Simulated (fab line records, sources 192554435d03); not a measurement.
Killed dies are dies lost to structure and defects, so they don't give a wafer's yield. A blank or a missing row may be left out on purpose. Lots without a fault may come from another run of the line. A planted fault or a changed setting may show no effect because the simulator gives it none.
fab line records | flow n5_finfet
record lots=24 wafers=72 last_day=18
route steps=1938 shown GATE_CUT@512 MOL_CONTACT_COAG@526
lots that met no fault: from a run of the same line without faults
start_h: hours from the record's first day to the start of the lot's first wafer shown | wait_h: hours since the lot's step before | " the same as in the row above | L1.1+2: a row that stands for several wafers | - no value, or no start given | * or withheld: withheld | < > ~ a bound
route shown NAME@n: a module of which the file shows steps, and the number in the route of the first | usual: mean/standard deviation of fault-free wafers | same: alike in all rows | chamber/n: place in a boat | sites: the reading at each site | _std_site: their standard deviation | _edge_site: outer sites' mean less inner sites' | radius_mm: how far each site lies from the wafer's centre | mask NAME#n: copy n | behind: the tool/chamber that last shaped the wafer | hold: why the lot was held/for how many hours/how that ended | device: the transistor (n, p or np) that didn't switch | end of line: the same wafers' tests at the end of the route | a step without rows: its recipe alone | killed: dies lost to structure and defects at the first sort, not the wafer's yield | map: a wafer's dies, x killed, . not, _ none there
set.NAME: the setting as run; set.NAME@STEP: as run at that earlier step | model.NAME: the simulator's own value behind a step, which no gauge read
steps of the route over a sample of lots; a table a step, a row a wafer
services: from which hour (start_h, from the record's first day; less than 0 if before it) a tool's chamber was out of use, for how many hours, and why
## steps
# step N5_GATE_CUT_THK_MEAS_24
# recipe reads=SiO2_of_GATE_CUT_HM_DEP_46+SiO2_flowable_of_ILD0_FCVD_FILL_01
# usual GC_FILL_THK=219.9/2.2
# columns lot.wafer tool chamber start_h wait_h GC_FILL_THK[nm]
L074.2 film_metro-01 - 90.39 - 219.0
L074.5 " - " " 219.8
L074.6 " - " " 220.3
L075.1 film_metro-01 - 97.75 - 221.4
L075.5 " - " " 221.0
L075.6 " - " " 224.5
L076.1 film_metro-02 - 109.88 - 216.8
L076.4 " - " " 221.4
L076.5 " - " " 219.3
L077.1 film_metro-01 - 112.20 - 218.8
L077.2 " - " " 218.6
L077.5 " - " " 221.9
L079.2 film_metro-01 - 119.46 - 217.7
L079.4 " - " " 217.5
L079.5 " - " " 220.5
L078.1 film_metro-02 - 120.47 - 216.2
L078.2 " - " " 217.9
L078.4 " - " " 218.6
L080.4 film_metro-01 - 132.54 - 222.7
L080.5 " - " " 220.8
L080.6 " - " " 219.9
L081.2 film_metro-01 - 133.39 - 218.7
L081.4 " - " " 221.8
L081.5 " - " " 222.0
L082.1 film_metro-01 - 139.09 - 219.4
L082.4 " - " " 218.4
L082.5 " - " " 219.5
L083.2 film_metro-02 - 146.77 - 217.4
L083.5 " - " " 222.1
L083.6 " - " " 219.8
L084.2 film_metro-01 - 149.45 - 221.1
L084.3 " - " " 220.4
L084.4 " - " " 223.5
L085.1 film_metro-02 - 155.56 - 215.6
L085.2 " - " " 219.8
L085.4 " - " " 218.9
L086.2 film_metro-01 - 166.18 - 219.5
L086.3 " - " " 221.6
L086.6 " - " " 220.1
L087.1 film_metro-02 - 168.01 - 218.9
L087.3 " - " " 219.4
L087.4 " - " " 220.3
L088.3 film_metro-02 - 173.63 - 222.0
L088.4 " - " " 219.3
L088.6 " - " " 223.9
L089.1 film_metro-01 - 179.26 - 218.3
L089.2 " - " " 220.5
L089.3 " - " " 220.7
L090.1 film_metro-01 - 184.05 - 220.7
L090.2 " - " " 221.8
L090.5 " - " " 225.5
L091.2 film_metro-02 - 186.26 - 219.9
L091.4 " - " " 221.3
L091.6 " - " " 223.2
L092.2 film_metro-02 - 195.68 - 218.2
L092.3 " - " " 214.3
L092.6 " - " " 220.6
L093.1 film_metro-01 - 200.08 - 218.7
L093.2 " - " " 222.3
L093.5 " - " " 221.2
L094.1 film_metro-01 - 212.61 - 217.1
L094.4 " - " " 220.9
L094.6 " - " " 218.7
L095.2 film_metro-02 - 228.40 - 218.0
L095.4 " - " " 219.4
L095.5 " - " " 221.8
L096.1 film_metro-02 - 236.22 - 220.1
L096.4 " - " " 221.4
L096.5 " - " " 218.6
L097.3 film_metro-01 - 248.52 - 215.7
L097.4 " - " " 216.3
L097.5 " - " " 219.3
# step N5_GATE_CUT_CMP_43
# recipe material=SiO2 post_cmp_clean=rinse_only
# usual motor_current_A=12.0/0.88 slurry_filter_dp_kPa=13.50/0.13 slurry_flow_ml_min=150.0/0.44
# columns lot.wafer tool chamber start_h wait_h motor_current_A slurry_filter_dp_kPa slurry_flow_ml_min
L074.2 cmp-04 1 90.50 0.1 10.8 13.79 149.3
L074.6 " 0 " " 13.0 13.27 150.4
L074.5 " 1 " " 11.1 13.47 150.2
L075.1 cmp-03 1 97.86 0.1 11.1 13.42 150.4
L075.6 " 0 " " 11.0 13.71 149.7
L075.5 " 1 " " 12.0 13.53 149.8
L076.1 cmp-04 0 110.07 0.2 12.4 13.48 149.7
L076.4 " 1 " " 11.5 13.78 149.4
L076.5 " 2 " " 11.2 13.49 150.1
L077.2 cmp-04 3 112.39 0.2 12.8 13.32 150.0
L077.1 " 1 " " 10.9 13.35 149.6
L077.5 " 3 " " 12.3 13.50 149.9
L079.2 cmp-03 0 119.57 0.1 10.9 13.27 150.4
L079.4 " 1 " " 11.5 13.47 150.2
L079.5 " 0 " " 10.7 13.26 149.8
L078.2 cmp-04 2 120.50 0.0 12.2 13.55 150.3
L078.1 " 0 " " 13.0 13.49 149.4
L078.4 " 1 " " 11.4 13.37 150.3
L080.4 cmp-02 0 132.65 0.1 11.6 13.50 150.0
L080.5 " 3 " " 11.9 13.43 150.7
L080.6 " 0 " " 12.0 13.41 150.5
L081.4 cmp-02 3 133.49 0.1 12.4 13.55 149.6
L081.2 " 0 " " 11.7 13.49 150.0
L081.5 " 3 " " 12.6 13.45 150.8
L082.4 cmp-03 1 139.12 0.0 11.0 13.47 149.2
L082.1 " 3 " " 12.7 13.49 149.8
L082.5 " 1 " " 10.8 13.57 149.8
L083.2 cmp-03 1 146.96 0.2 11.2 13.43 149.7
L083.6 " 3 " " 12.6 13.73 150.5
L083.5 " 0 " " 11.0 13.32 149.9
L084.4 cmp-04 1 149.48 0.0 11.0 13.35 150.8
L084.2 " 3 " " 13.2 13.48 149.9
L084.3 " 0 " " 13.4 13.52 150.4
L085.1 cmp-04 1 155.81 0.3 10.9 13.28 150.1
L085.4 " 2 " " 11.9 13.60 149.3
L085.2 " 3 " " 12.2 13.61 149.7
L086.2 cmp-04 0 166.29 0.1 12.3 13.64 149.8
L086.3 " 2 " " 11.6 13.57 149.6
L086.6 " 3 " " 13.3 13.61 150.6
L087.4 cmp-03 0 168.04 0.0 10.6 13.35 149.9
L087.3 " 1 " " 11.2 13.55 150.1
L087.1 " 3 " " 12.7 13.51 150.0
L088.3 cmp-04 1 173.74 0.1 11.0 13.32 150.5
L088.4 " 3 " " 12.6 13.55 150.8
L088.6 " 0 " " 13.9 13.45 150.1
L089.3 cmp-04 2 179.29 0.0 12.1 13.38 150.0
L089.2 " 3 " " 12.5 13.56 149.3
L089.1 " 1 " " 11.2 13.49 149.8
L090.2 cmp-04 1 184.24 0.2 11.4 13.53 150.4
L090.1 " 2 " " 11.4 13.35 150.0
L090.5 " 0 " " 13.3 13.51 150.2
L091.2 cmp-03 1 186.37 0.1 11.7 13.60 150.7
L091.4 " 2 " " 13.2 13.41 149.8
L091.6 " 1 " " 10.8 13.64 150.7
L092.3 cmp-02 3 195.79 0.1 12.6 13.30 149.6
L092.2 " 0 " " 12.4 13.46 151.4
L092.6 " 2 " " 11.9 13.52 149.6
L093.2 cmp-03 1 200.11 0.0 11.7 13.47 149.9
L093.1 " 0 " " 10.9 13.51 150.2
L093.5 " 2 " " 12.8 13.53 149.8
L094.1 cmp-02 2 212.72 0.1 11.7 13.64 149.5
L094.4 " 3 " " 12.2 13.52 150.3
L094.6 " 2 " " 12.7 13.56 150.0
L095.4 cmp-02 2 228.43 0.0 11.5 13.57 150.8
L095.2 " 3 " " 12.0 13.67 150.2
L095.5 " 2 " " 10.5 13.45 150.0
L096.4 cmp-03 0 236.25 0.0 10.5 13.37 150.6
L096.1 " 3 " " 12.7 13.34 149.0
L096.5 " 0 " " 10.8 13.47 150.3
L097.4 cmp-04 3 248.55 0.0 13.1 13.45 149.9
L097.3 " 2 " " 11.9 13.74 149.3
L097.5 " 3 " " 12.6 13.47 150.0
# step N5_MOL_CONTACT_COAG_CD_MEAS_08
# recipe target_cd_nm=28 landing_energy_ev=500 detector=se_inlens polarity=opening
# usual cd_nm=27.99/0.23
# columns lot.wafer tool chamber start_h wait_h cd_nm
L074.2 cd_sem-01 0 91.55 - 28.00
L074.5 " 0 " " 28.04
L074.6 " 0 " " 28.24
L075.1 cd_sem-03 0 98.92 - 27.96
L075.5 " 0 " " 28.10
L075.6 " 0 " " 27.88
L076.1 cd_sem-03 0 111.04 - 28.02
L076.4 " 0 " " 28.11
L076.5 " 0 " " 27.80
L077.1 cd_sem-03 0 113.35 - 27.75
L077.2 " 0 " " 28.01
L077.5 " 0 " " 27.59
L079.2 cd_sem-01 0 120.50 - 28.04
L079.4 " 0 " " 28.07
L079.5 " 0 " " 27.55
L078.1 cd_sem-03 0 121.63 - 27.74
L078.2 " 0 " " 27.54
L078.4 " 0 " " 27.65
L080.4 cd_sem-02 0 133.71 - 28.33
L080.5 " 0 " " 28.05
L080.6 " 0 " " 27.92
L081.2 cd_sem-03 0 134.43 - 27.74
L081.4 " 0 " " 27.79
L081.5 " 0 " " 27.48
L082.1 cd_sem-01 0 140.25 - 27.97
L082.4 " 0 " " 28.01
L082.5 " 0 " " 27.82
L084.2 cd_sem-01 0 150.62 - 27.57
L084.3 " 0 " " 27.84
L084.4 " 0 " " 27.89
L083.2 cd_sem-02 0 151.64 - 28.03
L083.5 " 0 " " 28.18
L083.6 " 0 " " 28.14
L085.1 cd_sem-01 0 156.95 - 27.94
L085.2 " 0 " " 28.21
L085.4 " 0 " " 27.69
L086.2 cd_sem-02 0 167.22 - 27.89
L086.3 " 0 " " 28.05
L086.6 " 0 " " 28.05
L087.1 cd_sem-02 0 169.04 - 28.01
L087.3 " 0 " " 27.98
L087.4 " 0 " " 28.33
L088.3 cd_sem-01 0 174.86 - 28.04
L088.4 " 0 " " 27.77
L088.6 " 0 " " 27.90
L089.1 cd_sem-01 0 180.30 - 28.20
L089.2 " 0 " " 28.28
L089.3 " 0 " " 27.75
L090.1 cd_sem-03 0 185.09 - 28.04
L090.2 " 0 " " 28.19
L090.5 " 0 " " 27.93
L091.2 cd_sem-03 0 187.43 - 28.29
L091.4 " 0 " " 27.92
L091.6 " 0 " " 28.07
L092.2 cd_sem-01 0 196.72 - 28.59
L092.3 " 0 " " 28.13
L092.6 " 0 " " 28.11
L093.1 cd_sem-02 0 201.12 - 27.77
L093.2 " 0 " " 28.18
L093.5 " 0 " " 27.71
L094.1 cd_sem-02 0 213.66 - 27.56
L094.4 " 0 " " 28.16
L094.6 " 0 " " 27.84
L095.2 cd_sem-02 0 229.56 - 28.35
L095.4 " 0 " " 28.19
L095.5 " 0 " " 28.21
L096.1 cd_sem-03 0 237.43 - 27.97
L096.4 " 0 " " 28.02
L096.5 " 0 " " 28.15
L097.3 cd_sem-03 0 249.56 - 28.07
L097.4 " 0 " " 27.62
L097.5 " 0 " " 27.93
# step N5_MOL_CONTACT_COAG_PRE_CLEAN_142
# recipe gas=H2/He time_s=60 temp_c=300
# usual heater_power_w=453/27
# columns lot.wafer tool chamber start_h wait_h heater_power_w
L074.2 pvd_sputter-02 - 99.14 2.4 459
L074.5 " - " " 482
L074.6 " - " " 448
L075.1 pvd_sputter-02 - 104.56 1.0 454
L075.5 " - " " 452
L075.6 " - " " 446
L076.1 pvd_sputter-02 - 115.60 1.9 467
L076.4 " - " " 467
L076.5 " - " " 445
L077.1 pvd_sputter-02 - 120.43 2.4 475
L077.2 " - " " 459
L077.5 " - " " 445
L078.1 pvd_sputter-01 - 127.51 1.1 424
L078.2 " - " " 380
L078.4 " - " " 433
L079.2 pvd_sputter-02 - 127.56 1.0 456
L079.4 " - " " 452
L079.5 " - " " 486
L080.4 pvd_sputter-03 - 141.39 1.7 452
L080.5 " - " " 454
L080.6 " - " " 485
L081.2 pvd_sputter-02 - 141.59 2.2 480
L081.4 " - " " 462
L081.5 " - " " 483
L082.1 pvd_sputter-03 - 148.35 3.0 444
L082.4 " - " " 476
L082.5 " - " " 457
L084.2 pvd_sputter-02 - 155.29 0.6 435
L084.3 " - " " 451
L084.4 " - " " 455
L083.2 pvd_sputter-01 - 156.83 1.3 486
L083.5 " - " " 426
L083.6 " - " " 479
L085.1 pvd_sputter-02 - 164.52 1.3 450
L085.2 " - " " 455
L085.4 " - " " 458
L086.2 pvd_sputter-02 - 171.69 0.6 448
L086.3 " - " " 464
L086.6 " - " " 459
L087.1 pvd_sputter-01 - 172.64 0.8 481
L087.3 " - " " 421
L087.4 " - " " 415
L088.3 pvd_sputter-01 - 182.59 2.3 386
L088.4 " - " " 414
L088.6 " - " " 390
L089.1 pvd_sputter-03 - 186.09 1.7 475
L089.2 " - " " 470
L089.3 " - " " 447
L090.1 pvd_sputter-03 - 189.13 1.0 494
L090.2 " - " " 458
L090.5 " - " " 448
L091.2 pvd_sputter-01 - 193.59 2.7 474
L091.4 " - " " 419
L091.6 " - " " 389
L092.2 pvd_sputter-03 - 202.53 1.9 488
L092.3 " - " " 476
L092.6 " - " " 466
L093.1 pvd_sputter-01 - 206.79 2.2 461
L093.2 " - " " 404
L093.5 " - " " 419
L094.1 pvd_sputter-03 - 218.74 1.6 470
L094.4 " - " " 462
L094.6 " - " " 442
L095.2 pvd_sputter-03 - 239.27 2.7 455
L095.4 " - " " 474
L095.5 " - " " 489
L096.1 pvd_sputter-03 - 243.15 1.6 485
L096.4 " - " " 474
L096.5 " - " " 497
L097.3 pvd_sputter-02 - 257.33 2.4 478
L097.4 " - " " 474
L097.5 " - " " 462
# step N5_MOL_CONTACT_COAG_CMP_23
# recipe stop_on=SiO2 t_overpolish_s=1.5 post_cmp_clean=cu_alkaline down_force_psi=2 platen_rpm=50.289 pad_velocity_m_s=1.0006 target_thk_nm=0
# usual motor_current_A=8.1/0.5 overpolish_run_s=1.500/0.0089 platen_rpm=50.29/0.034 slurry_filter_dp_kPa=13.51/0.13 slurry_flow_ml_min=150.0/0.48 time_to_endpoint_s=8.7/2.8
# columns lot.wafer tool chamber start_h wait_h motor_current_A overpolish_run_s platen_rpm slurry_filter_dp_kPa slurry_flow_ml_min time_to_endpoint_s
L074.2 cmp-04 0 99.50 0.1 8.8 1.492 50.31 13.31 150.2 8.0
L074.6 " 1 " " 7.7 1.493 50.30 13.52 149.5 14.7
L074.5 " 2 " " 7.6 1.501 50.36 13.63 150.0 8.4
L075.1 cmp-04 0 104.92 0.1 8.6 1.506 50.30 13.49 149.7 5.8
L075.5 " 2 " " 8.0 1.483 50.27 13.72 149.2 4.9
L075.6 " 3 " " 8.5 1.500 50.29 13.23 150.4 6.9
L076.1 cmp-01 3 115.88 0.1 7.4 1.504 50.30 13.46 150.2 10.6
L076.4 " 1 " " 8.6 1.504 50.30 13.65 150.7 10.6
L076.5 " 2 " " 8.0 1.507 50.26 13.58 150.6 4.7
L077.1 cmp-01 0 120.67 0.0 8.6 1.504 50.25 13.45 150.3 9.6
L077.2 " 3 " " 7.4 1.492 50.27 13.64 150.4 6.9
L077.5 " 1 " " 8.7 1.478 50.25 13.54 149.9 9.8
L078.1 cmp-04 3 127.75 0.0 7.9 1.494 50.33 13.31 150.4 9.2
L078.4 " 0 " " 9.2 1.498 50.29 13.39 149.5 6.4
L078.2 " 1 " " 7.5 1.498 50.30 13.38 149.8 14.9
L079.2 cmp-02 0 127.84 0.1 8.0 1.500 50.27 13.40 150.3 7.8
L079.4 " 1 " " 8.2 1.485 50.23 13.66 150.4 6.3
L079.5 " 1 " " 8.4 1.483 50.28 13.55 150.2 6.4
L080.4 cmp-02 1 141.72 0.1 8.5 1.511 50.27 13.74 150.2 1.7
L080.5 " 3 " " 8.2 1.496 50.29 13.56 149.9 5.5
L080.6 " 0 " " 8.0 1.501 50.29 13.61 150.5 6.4
L081.4 cmp-02 0 141.87 0.1 8.2 1.513 50.29 13.63 150.1 9.3
L081.2 " 1 " " 8.0 1.494 50.29 13.39 149.8 5.0
L081.5 " 0 " " 7.7 1.488 50.31 13.55 149.6 4.8
L082.4 cmp-04 0 148.63 0.1 8.7 1.486 50.30 13.35 150.5 9.0
L082.1 " 2 " " 7.2 1.516 50.27 13.61 149.8 8.5
L082.5 " 0 " " 8.8 1.491 50.27 13.47 150.1 6.9
L084.2 cmp-04 0 155.59 0.0 8.4 1.511 50.30 13.57 151.2 3.5
L084.3 " 2 " " 7.5 1.479 50.21 13.73 150.0 5.5
L084.4 " 3 " " 8.7 1.486 50.32 13.43 150.7 5.2
L083.2 cmp-04 3 157.25 0.2 8.6 1.493 50.27 13.36 150.1 7.4
L083.6 " 0 " " 8.2 1.497 50.24 13.40 150.6 6.0
L083.5 " 1 " " 7.2 1.508 50.34 13.33 149.4 11.3
L085.1 cmp-01 2 164.80 0.1 7.9 1.502 50.33 13.56 150.8 10.3
L085.4 " 3 " " 7.0 1.498 50.26 13.62 151.2 15.7
L085.2 " 0 " " 8.3 1.495 50.27 13.52 149.8 14.1
L086.3 cmp-01 3 172.00 0.1 7.5 1.494 50.29 13.44 150.1 11.7
L086.2 " 0 " " 7.5 1.505 50.27 13.31 149.9 13.1
L086.6 " 2 " " 8.5 1.494 50.31 13.39 150.5 8.0
L087.3 cmp-04 2 172.92 0.1 8.1 1.494 50.32 13.54 149.8 7.1
L087.4 " 3 " " 8.0 1.510 50.34 13.51 150.5 7.9
L087.1 " 0 " " 8.5 1.504 50.31 13.45 150.2 6.4
L088.4 cmp-01 1 182.83 0.0 8.6 1.500 50.31 13.48 150.7 7.9
L088.3 " 0 " " 8.1 1.496 50.34 13.51 150.2 9.0
L088.6 " 1 " " 9.1 1.486 50.30 13.33 150.7 9.5
L089.1 cmp-04 0 186.33 0.0 8.4 1.498 50.22 13.58 149.2 7.2
L089.3 " 1 " " 7.3 1.502 50.36 13.52 150.5 14.1
L089.2 " 2 " " 7.8 1.500 50.30 13.64 150.5 7.3
L090.1 cmp-02 1 189.54 0.1 8.1 1.499 50.26 13.32 150.0 7.8
L090.2 " 3 " " 8.7 1.507 50.29 13.40 150.2 8.1
L090.5 " 1 " " 8.2 1.502 50.27 13.48 149.8 8.1
L091.2 cmp-02 3 193.83 0.0 8.3 1.502 50.24 13.25 149.2 6.8
L091.4 " 1 " " 8.5 1.504 50.32 13.53 149.9 5.8
L091.6 " 0 " " 8.1 1.499 50.30 13.74 149.8 12.1
L092.3 cmp-02 3 202.87 0.1 8.4 1.502 50.32 13.33 149.3 7.7
L092.2 " 0 " " 8.1 1.506 50.34 13.73 150.2 10.2
L092.6 " 2 " " 8.2 1.490 50.28 13.27 149.7 10.8
L093.2 cmp-01 1 207.07 0.1 8.7 1.485 50.29 13.46 149.6 11.8
L093.1 " 3 " " 7.1 1.495 50.28 13.61 150.6 11.2
L093.5 " 0 " " 8.3 1.505 50.28 13.49 150.4 13.2
L094.4 cmp-04 0 219.02 0.1 8.9 1.490 50.28 13.34 149.8 5.0
L094.1 " 2 " " 7.8 1.505 50.27 13.41 150.0 7.3
L094.6 " 0 " " 8.5 1.491 50.29 13.59 150.1 6.3
L095.4 cmp-01 1 239.55 0.1 8.8 1.507 50.33 13.47 150.8 8.1
L095.2 " 3 " " 7.5 1.506 50.27 13.60 150.9 8.5
L095.5 " 0 " " 8.3 1.504 50.25 13.21 150.6 11.0
L096.1 cmp-02 1 243.47 0.1 8.5 1.488 50.30 13.32 149.2 5.3
L096.4 " 2 " " 8.4 1.514 50.28 13.63 150.7 6.3
L096.5 " 0 " " 7.9 1.512 50.30 13.56 150.5 5.9
L097.3 cmp-02 3 257.60 0.1 8.5 1.509 50.25 13.16 149.7 8.3
L097.4 " 0 " " 8.5 1.493 50.32 13.49 149.0 10.6
L097.5 " 2 " " 7.8 1.482 50.23 13.54 149.6 9.0
# step N5_MOL_CONTACT_COAG_ALD_27
# recipe material=SiOC target_thk_a=170 temp_c=400 ald_precursor_family=carbosiloxane ald_co_reactant=H2-plasma pulse_time_s=1.5 time_s=2720 purge_time_s=2 co_reactant_purge_time_s=2 ald_cycles=340 pressure_torr=2
# usual chamber_pressure_Torr=2.001/0.0046 heater_power_w=879/76 precursor_pulse_height_rel=0.998/0.02
# columns lot.wafer tool chamber start_h wait_h chamber_pressure_Torr heater_power_w precursor_pulse_height_rel
L074.2 ald_sin-02 0 100.20 0.0 2.001 931 0.979
L074.5 " 2 " " 2.003 801 0.993
L074.6 " 0 " " 2.003 941 0.998
L075.1 ald_sin-04 2 105.66 0.0 1.997 810 0.974
L075.5 " 2 " " 1.999 799 1.021
L075.6 " 1 " " 2.007 929 1.012
L076.1 ald_sin-04 1 116.70 0.0 2.000 961 0.957
L076.4 " 0 " " 2.001 926 0.973
L076.5 " 0 " " 1.994 957 1.009
L077.1 ald_sin-03 2 121.49 0.0 1.998 886 1.042
L077.2 " 0 " " 2.004 868 1.012
L077.5 " 0 " " 2.002 874 1.031
L078.1 ald_sin-04 3 128.67 0.1 2.004 799 1.003
L078.2 " 1 " " 2.010 930 0.990
L078.4 " 2 " " 1.994 813 0.960
L079.2 ald_sin-02 0 128.83 0.0 2.000 938 1.004
L079.4 " 3 " " 1.998 845 0.998
L079.5 " 2 " " 2.007 825 1.023
L081.2 ald_sin-03 1 142.69 0.0 2.000 1047 0.989
L081.4 " 0 " " 2.002 847 0.994
L081.5 " 0 " " 2.002 872 1.032
L080.4 ald_sin-04 1 143.24 0.8 1.994 943 0.985
L080.5 " 2 " " 2.000 810 1.022
L080.6 " 0 " " 2.001 937 0.993
L082.1 ald_sin-03 0 149.64 0.3 2.005 853 1.026
L082.4 " 1 " " 2.003 1060 1.002
L082.5 " 3 " " 2.001 773 1.002
L084.2 ald_sin-03 3 156.41 0.0 2.003 783 0.983
L084.3 " 1 " " 1.999 1035 0.984
L084.4 " 0 " " 2.006 872 0.996
L083.2 ald_sin-02 0 157.96 0.0 2.011 937 0.981
L083.5 " 3 " " 2.004 846 0.978
L083.6 " 2 " " 2.007 813 0.992
L085.1 ald_sin-02 2 165.58 0.0 1.999 828 1.019
L085.2 " 1 " " 1.998 790 1.024
L085.4 " 3 " " 2.002 860 0.975
L086.2 ald_sin-04 2 172.75 0.0 2.003 817 0.980
L086.3 " 0 " " 2.005 934 0.972
L086.6 " 0 " " 2.001 940 1.039
L087.1 ald_sin-02 0 173.70 0.0 2.005 928 0.995
L087.3 " 2 " " 1.999 800 0.987
L087.4 " 3 " " 1.994 854 1.014
L088.3 ald_sin-03 1 183.73 0.1 2.002 1041 1.028
L088.4 " 0 " " 1.999 845 0.952
L088.6 " 3 " " 2.002 805 1.031
L089.1 ald_sin-02 1 187.18 0.1 2.001 780 1.037
L089.2 " 0 " " 2.006 952 1.035
L089.3 " 3 " " 2.011 846 0.986
L090.1 ald_sin-04 0 190.55 0.3 2.005 949 1.027
L090.2 " 1 " " 2.006 967 1.002
L090.5 " 1 " " 2.003 930 1.008
L091.2 ald_sin-03 3 195.09 0.0 2.005 770 0.976
L091.4 " 2 " " 2.002 913 0.972
L091.6 " 2 " " 2.001 899 1.023
L092.2 ald_sin-03 2 203.66 0.0 1.994 896 1.010
L092.3 " 1 " " 2.003 1052 1.013
L092.6 " 1 " " 2.011 1053 0.973
L093.1 ald_sin-04 3 208.69 0.4 2.000 828 1.019
L093.2 " 2 " " 1.993 814 1.008
L093.5 " 0 " " 2.001 934 1.003
L094.1 ald_sin-03 0 219.80 0.0 1.996 873 0.982
L094.4 " 2 " " 1.997 903 1.022
L094.6 " 0 " " 2.000 870 1.041
L095.2 ald_sin-04 1 240.34 0.0 2.009 915 0.999
L095.4 " 2 " " 1.996 810 0.971
L095.5 " 2 " " 1.996 812 0.984
L096.1 ald_sin-02 2 244.98 0.8 2.005 830 1.009
L096.4 " 0 " " 2.002 952 0.990
L096.5 " 1 " " 2.010 797 0.975
L097.3 ald_sin-03 1 258.43 0.0 1.994 1042 1.018
L097.4 " 0 " " 2.003 857 0.999
L097.5 " 1 " " 2.001 1022 0.951
## services
# columns tool chamber start_h hours kind
cmp-01 - 69.69 4.8 pm
cmp-04 - 70.64 1.9 repair
cmp-03 - 72.42 4.0 pm
cmp-04 - 74.48 4.3 pm
ald_sin-02 - 85.65 14.0 pm
cmp-01 - 91.38 3.1 repair
ald_sin-04 - 99.10 2.1 repair
cmp-02 - 101.16 1.4 repair
cmp-02 - 111.99 4.0 pm
cmp-02 - 118.37 2.6 repair
ald_sin-04 3 133.74 11.3 repair
cmp-04 - 137.50 1.5 repair
cmp-02 - 153.92 18.5 pm
cmp-04 - 160.99 2.5 repair
pvd_sputter-03 - 161.40 1.8 repair
pvd_sputter-03 - 171.10 11.7 repair
cmp-02 - 173.27 8.0 pm
cmp-03 - 181.83 3.2 repair
cmp-04 - 190.20 4.0 pm
cmp-02 - 215.47 1.0 repair
ald_sin-03 1 217.47 10.2 repair
cmp-04 - 222.45 4.3 repair
cmp-03 - 233.42 0.3 repair
ald_sin-04 2 250.11 9.5 repair
## key
fault none
